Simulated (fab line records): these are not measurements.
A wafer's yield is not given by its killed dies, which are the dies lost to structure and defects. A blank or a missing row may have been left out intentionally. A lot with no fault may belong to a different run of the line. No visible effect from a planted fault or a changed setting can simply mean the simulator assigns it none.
Chamber matching || flow n5-finfet || N5_HKMG_FIN_CMP_94 on cmp-02 has 4 sister chambers
The step polishes, stops on SiNx, t overpolish 4.7 s, target thk 43.299 nm. 8 wafers are shown with their chamber, then 11 later ones without.

== EACH WAFER AND ITS CHAMBER ==
{"wafer": "L076.6", "chamber": 1, "motor-current-A (A)": 11.2, "retaining-ring-pressure-frac": 0.996}
{"wafer": "L081.5", "chamber": 0, "motor-current-A (A)": 12.6, "retaining-ring-pressure-frac": 1.002}
{"wafer": "L087.1", "chamber": 1, "motor-current-A (A)": 11.8, "retaining-ring-pressure-frac": 1.009}
{"wafer": "L087.6", "chamber": 2, "motor-current-A (A)": 13.1, "retaining-ring-pressure-frac": 0.997}
{"wafer": "L090.2", "chamber": 0, "motor-current-A (A)": 11.4, "retaining-ring-pressure-frac": 1.011}
{"wafer": "L090.3", "chamber": 2, "motor-current-A (A)": 12.9, "retaining-ring-pressure-frac": 1.000}
{"wafer": "L090.4", "chamber": 3, "motor-current-A (A)": 13.9, "retaining-ring-pressure-frac": 1.005}
{"wafer": "L091.1", "chamber": 3, "motor-current-A (A)": 14.1, "retaining-ring-pressure-frac": 0.999}

== WAFERS WITHOUT THEIR CHAMBER ==
{"wafer": "L091.3", "motor-current-A (A)": 11.1, "retaining-ring-pressure-frac": 1.009}
{"wafer": "L091.4", "motor-current-A (A)": 11.1, "retaining-ring-pressure-frac": 0.991}
{"wafer": "L094.4", "motor-current-A (A)": 11.9, "retaining-ring-pressure-frac": 1.007}
{"wafer": "L094.5", "motor-current-A (A)": 12.1, "retaining-ring-pressure-frac": 0.993}
{"wafer": "L094.6", "motor-current-A (A)": 14.0, "retaining-ring-pressure-frac": 0.993}
{"wafer": "L095.2", "motor-current-A (A)": 12.1, "retaining-ring-pressure-frac": 0.998}
{"wafer": "L095.4", "motor-current-A (A)": 14.0, "retaining-ring-pressure-frac": 0.998}
{"wafer": "L095.5", "motor-current-A (A)": 12.9, "retaining-ring-pressure-frac": 1.002}
{"wafer": "L097.4", "motor-current-A (A)": 13.9, "retaining-ring-pressure-frac": 1.001}
{"wafer": "L097.5", "motor-current-A (A)": 12.4, "retaining-ring-pressure-frac": 1.002}
{"wafer": "L097.6", "motor-current-A (A)": 11.7, "retaining-ring-pressure-frac": 0.998}

== WHICH CHAMBER EACH ONE RAN IN ==
{"wafer": "L091.3", "from the rows above": "can't be placed: 1 or 0", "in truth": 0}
{"wafer": "L091.4", "from the rows above": "can't be placed: 1 or 0", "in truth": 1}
{"wafer": "L094.4", "from the rows above": "can't be placed: 0 or 1", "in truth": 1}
{"wafer": "L094.5", "from the rows above": "can't be placed: 1 or 2 or 0", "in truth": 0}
{"wafer": "L094.6", "from the rows above": "can't be placed: 3 or 2", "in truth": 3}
{"wafer": "L095.2", "from the rows above": "can't be placed: 0 or 1 or 2", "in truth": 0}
{"wafer": "L095.4", "from the rows above": "can't be placed: 3 or 2", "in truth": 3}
{"wafer": "L095.5", "from the rows above": "can't be placed: 2 or 0 or 3", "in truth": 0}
{"wafer": "L097.4", "from the rows above": "can't be placed: 3 or 2", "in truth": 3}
{"wafer": "L097.5", "from the rows above": "can't be placed: 0 or 2 or 1", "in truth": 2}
{"wafer": "L097.6", "from the rows above": "can't be placed: 1 or 0 or 2", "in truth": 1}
Placed correctly: 0 of 11. Unplaceable from these rows: 11, with the true chamber sitting among the candidates in 11. Placed wrongly: 0.
How it was worked out, from the rows above alone: a wafer's distance from a chamber is the root of the sum, over the readings, of the square of ((its reading less the chamber's mean) divided by the reading's scatter). If the next closest chamber is less than 2 further off than the closest, the wafer can't be placed; otherwise it belongs to the closest. For every chamber, the mean is computed from those of its wafers that are shown. The scatter is the square root of a quotient: the sum, over the shown wafers, of each reading's squared deviation from its chamber's mean, divided by wafers minus chambers.
